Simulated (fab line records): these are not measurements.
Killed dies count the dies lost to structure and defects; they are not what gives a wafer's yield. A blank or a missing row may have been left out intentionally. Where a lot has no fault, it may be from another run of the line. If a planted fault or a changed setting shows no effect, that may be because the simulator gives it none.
Tool commonality check -- flow nand harc -- Lots sampled 4, wafers sampled 12

REASON FOR OPENING
On 2 of the 4 lots, a flag is raised at NHARC_END_SORT_01 on the reading killed at periphery. Fault-free wafers read 3.4, with a standard deviation of 2.2.
Rule: a lot is flagged in two cases, either no wafer of it has a number, or all its wafers with numbers fall more than 4 standard deviations from that mean. All remaining lots are regarded as sound.

lot,measured,on,"killed at periphery, wafer by wafer",flag
L343,day 22 06:58,prober-02,5 6 4,
L341,day 23 07:20,prober-02,6 2 12,
L349,day 24 10:02,prober-01,647 646 650,FLAGGED
L351,day 25 08:16,prober-01,663 649 662,FLAGGED
Flagged lots average 652.8: +649.4 relative to the usual, that is +99 or more standard deviations.

EACH LOT AND THE TOOL IT RAN ON
The record holds 4 process steps before the reading, out of a route of 1159 steps. Every cell lists first the tool, next ch and the chambers used by the sampled wafers, and last the start.
lot,flag,NHARC_P_M1_DEP_00,NHARC_A_BONDPAD_PRE_CLEAN_26,NHARC_THIN_TSV_CMP_01,NHARC_THIN_TSV_ANNEAL_52
L343,,"pecvd-02 ch 0,2, day 9 03:38","pvd sputter-03, day 21 06:41 or earlier","cmp-04 ch 1,2,3, day 21 06:41","rtp anneal-02 ch 0, day 21 12:00"
L341,,"pecvd-04 ch 0,1,2, day 10 00:22","pvd sputter-03, day 22 15:04 or earlier","cmp-03 ch 0,1,2, day 22 15:04","rtp anneal-01 ch 0, day 22 20:29"
L349,FLAGGED,"pecvd-04 ch 0,1,2, day 10 20:08",no row,no row,no row
L351,FLAGGED,"pecvd-04 ch 0,1, day 11 09:10",no row,no row,no row
What the steps here do:
- NHARC_P_M1_DEP_00: deposits SiOC, target thk 182.5 nm.
- NHARC_A_BONDPAD_PRE_CLEAN_26: time 30 s.
- NHARC_THIN_TSV_CMP_01: polishes.
- NHARC_THIN_TSV_ANNEAL_52: time 90 s.
- NHARC_END_SORT_01

FLAGGED AGAINST TOTAL, ONE TOOL AT A TIME (gauges that did the reading follow at the end)
step,tool,lots run,flagged,share of the flagged lots,sound lots run after its first flagged lot
NHARC_P_M1_DEP_00,pecvd-02,1,0,none,-
NHARC_P_M1_DEP_00,pecvd-04,3,2,all,0
NHARC_A_BONDPAD_PRE_CLEAN_26,pvd sputter-03,2,0,none,-
NHARC_THIN_TSV_CMP_01,cmp-03,1,0,none,-
NHARC_THIN_TSV_CMP_01,cmp-04,1,0,none,-
NHARC_THIN_TSV_ANNEAL_52,rtp anneal-01,1,0,none,-
NHARC_THIN_TSV_ANNEAL_52,rtp anneal-02,1,0,none,-
NHARC_END_SORT_01,prober-01,2,2,all,0
NHARC_END_SORT_01,prober-02,2,0,none,-
NHARC_A_BONDPAD_PRE_CLEAN_26: start missing for some lots; hours and lot order therefore follow NHARC_THIN_TSV_CMP_01.

WHAT THE TABLE PERMITS
Every flagged lot went through 2 rows of the table: pecvd-04 at NHARC_P_M1_DEP_00 and prober-01 at NHARC_END_SORT_01.
- pecvd-04 at NHARC_P_M1_DEP_00 ran 3 lots, 2 of them flagged. Last sound lot L341 at day 10 00:22, first flagged lot L349 at day 10 20:08; a fault beginning in between fits.
- prober-01 at NHARC_END_SORT_01 ran 2 lots, 2 of them flagged. The start can't be narrowed down: in this sample, it ran no sound lot prior to its first flagged lot.
A lot count leaves these 2 tools indistinguishable: every one of them fits a fault beginning at some hour. More lots, or a look at what each step does to the wafer, might.

WHAT HAD BEEN PUT IN BY THE SIMULATOR
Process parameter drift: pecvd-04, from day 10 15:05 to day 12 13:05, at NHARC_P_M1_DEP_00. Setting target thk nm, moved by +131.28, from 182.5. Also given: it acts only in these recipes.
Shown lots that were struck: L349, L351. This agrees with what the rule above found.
